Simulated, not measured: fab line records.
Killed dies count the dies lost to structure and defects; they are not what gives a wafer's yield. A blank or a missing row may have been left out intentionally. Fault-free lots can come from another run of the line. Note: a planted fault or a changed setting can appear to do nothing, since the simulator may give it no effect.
Which tool did it? :: flow nandHarc :: 12 lots, 36 wafers sampled, at 2 steps of a route of 1302

## WHAT EACH GAUGE READ, for each wafer
NHARC_A_ONON_D2_THK_MEAS_30: measures by ellipsometry.
lot: L075
measured: day 12 17:01
on: filmMetro-01
thkNm (nm): 998 995 997

lot: L077
measured: day 14 14:41
on: filmMetro-01
thkNm (nm): 1006 1006 1006

lot: L079
measured: day 14 20:17
on: filmMetro-02
thkNm (nm): 1008 1004 1008

lot: L080
measured: day 16 04:45
on: filmMetro-02
thkNm (nm): 987 990 988

lot: L083
measured: day 16 16:25
on: filmMetro-01
thkNm (nm): 1006 1004 1004

lot: L084
measured: day 17 19:14
on: filmMetro-02
thkNm (nm): 1002 1003 1004

lot: L087
measured: day 18 10:54
on: filmMetro-01
thkNm (nm): 990 990 991

lot: L089
measured: day 19 00:58
on: filmMetro-01
thkNm (nm): 1016 1018 1017

lot: L091
measured: day 19 15:26
on: filmMetro-02
thkNm (nm): 1002 1003 1005

lot: L093
measured: day 21 01:10
on: filmMetro-02
thkNm (nm): 1005 1005 1006

lot: L095
measured: day 21 18:32
on: filmMetro-01
thkNm (nm): 1006 1004 1004

lot: L096
measured: day 22 09:28
on: filmMetro-01
thkNm (nm): 1000 1000 1001

## EACH LOT AND THE TOOL THAT RAN IT (in order: tool; ch and the chambers of the sampled wafers; start)
lot: L075
NHARC_A_DECK1_JOINT_CMP_13: cmp-03 ch 1,2,3, day 11 06:46

lot: L077
NHARC_A_DECK1_JOINT_CMP_13: cmp-02 ch 0,3, day 12 21:00

lot: L079
NHARC_A_DECK1_JOINT_CMP_13: cmp-03 ch 0,3, day 13 05:01

lot: L080
NHARC_A_DECK1_JOINT_CMP_13: cmp-02 ch 0,2,3, day 14 12:02

lot: L083
NHARC_A_DECK1_JOINT_CMP_13: cmp-02 ch 0,2,3, day 14 22:59

lot: L084
NHARC_A_DECK1_JOINT_CMP_13: cmp-02 ch 0,1,2, day 16 04:05

lot: L087
NHARC_A_DECK1_JOINT_CMP_13: cmp-03 ch 0,2,3, day 16 23:47

lot: L089
NHARC_A_DECK1_JOINT_CMP_13: cmp-03 ch 0,3, day 17 13:26

lot: L091
NHARC_A_DECK1_JOINT_CMP_13: cmp-03 ch 1,2,3, day 18 03:43

lot: L093
NHARC_A_DECK1_JOINT_CMP_13: cmp-02 ch 1,2,3, day 19 13:02

lot: L095
NHARC_A_DECK1_JOINT_CMP_13: cmp-02 ch 0,1,3, day 20 02:20

lot: L096
NHARC_A_DECK1_JOINT_CMP_13: cmp-01 ch 2,3, day 20 14:05
- NHARC_A_DECK1_JOINT_CMP_13: polishes, target thk 51.023 nm.

## THE ANSWER, worked out from the rows above alone
Rule: the usual values come from the lots themselves. The widest of any qualifying gaps counts: lots, ordered by their means at a reading, are off when they make up no more than a third of the lots, leave a main group of 4 or more, and stand apart from it by 3 or more times the standard deviation of that group's means. Not used: any main group whose means are identical at the precision the tables above print for the reading. Also off: a lot with no number at a reading for which 4 or more lots have one. All remaining lots with rows at the step are treated as sound.
No lot is off at any reading shown: from this, nothing can be told.

## WHAT THE SIMULATOR PUT IN
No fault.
